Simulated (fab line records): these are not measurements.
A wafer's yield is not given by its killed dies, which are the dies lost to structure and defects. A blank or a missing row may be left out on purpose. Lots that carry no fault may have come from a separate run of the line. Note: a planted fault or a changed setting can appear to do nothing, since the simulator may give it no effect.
A single fault, viewed from 2 desks :: flow n5-finfet :: what lay behind the numbers comes last; until then each desk has only its own

== METROLOGY DESK ==
Lot by lot, what the gauges showed, no matter which tool ran the lot: averages of those sampled wafers that carry a number. A lot is out of limits, marked OUT, if its mean lies more than 4 standard deviations from the usual mean; the brackets give that distance.
Columns: A = cd-nm at N5_BEOL_M7_CD_MEAS_28, usual 39.96 nm; B = V6_OVL at N5_BEOL_M7_OVL_MEAS_29, usual -0.6 nm
lot: L436
first seen here: day 8 23:48
A: 40.08
B: -0.6

lot: L437
first seen here: day 9 03:53
A: 40.04
B: -1.1

lot: L439
first seen here: day 9 14:17
A: 40.27
B: -0.8

lot: L443
first seen here: day 10 14:54
A: 39.88
B: -0.6

lot: L446
first seen here: day 12 00:22
A: 39.86
B: -0.6

lot: L453
first seen here: day 13 18:14
A: 39.82
B: -0.6

lot: L455
first seen here: day 13 20:57
A: 40.01
B: -0.9

lot: L438
first seen here: day 14 21:46
A: 39.72
B: -1.0

lot: L457
first seen here: day 15 01:29
A: 40.10
B: -0.7

lot: L458
first seen here: day 16 13:02
A: 40.08
B: -1.3
This desk found nothing out of limits on any of the 10 lots.

== THE TOOL OWNER'S DESK: rie-diel-04 ==
The tool's own readings at N5_BEOL_M7_VIA_ETCH_34 (etches SiCOH lowk in C4F6/O2, target depth 125.5 nm, time 50.5 s): means of the sampled wafers that have a number, for each lot that ran on this tool. A lot is out of limits, marked OUT, if its mean lies more than 4 standard deviations from the usual mean; the brackets give that distance. It has 8 readings; the 7 that lie furthest out on some lot are the ones shown.
Columns: A = chamber-pressure-mTorr at N5_BEOL_M7_VIA_ETCH_34, usual 30.001 mTorr; B = drypump-motor-current-A at N5_BEOL_M7_VIA_ETCH_34, usual 5.5 A; C = oes_ar_750_au at N5_BEOL_M7_VIA_ETCH_34, usual 0.80 a.u.; D = oes-product-au at N5_BEOL_M7_VIA_ETCH_34, usual 0.80 a.u.; E = rf-vpp-V at N5_BEOL_M7_VIA_ETCH_34, usual 670 V; F = run-length-s at N5_BEOL_M7_VIA_ETCH_34, usual 73.9 s; G = throttle-valve-pct at N5_BEOL_M7_VIA_ETCH_34, usual 21.05 %
lot: L439
first seen here: day 9 14:54
A: 29.986
B: 5.1
C: 0.77
D: 0.77
E: 680
F: 73.8
G: 21.07

lot: L443
first seen here: day 10 15:12
A: 30.014
B: 5.2
C: 0.74
D: 0.74
E: 678
F: 74.0
G: 21.13

lot: L453
first seen here: day 13 18:32
A: 29.998
B: 5.1
C: 0.84
D: 0.84
E: 679
F: 73.0
G: 20.99

lot: L455
first seen here: day 13 21:15
A: 30.005
B: 5.3
C: 0.83
D: 0.83
E: 682
F: 73.4
G: 20.92
This desk found nothing out of limits on any of the 4 lots.

== TAKEN TOGETHER ==
The metrology desk saw nothing out of limits.
Nothing out of limits was seen by the tool owner's desk.

== WHAT WAS PUT IN BY THE SIMULATOR ==
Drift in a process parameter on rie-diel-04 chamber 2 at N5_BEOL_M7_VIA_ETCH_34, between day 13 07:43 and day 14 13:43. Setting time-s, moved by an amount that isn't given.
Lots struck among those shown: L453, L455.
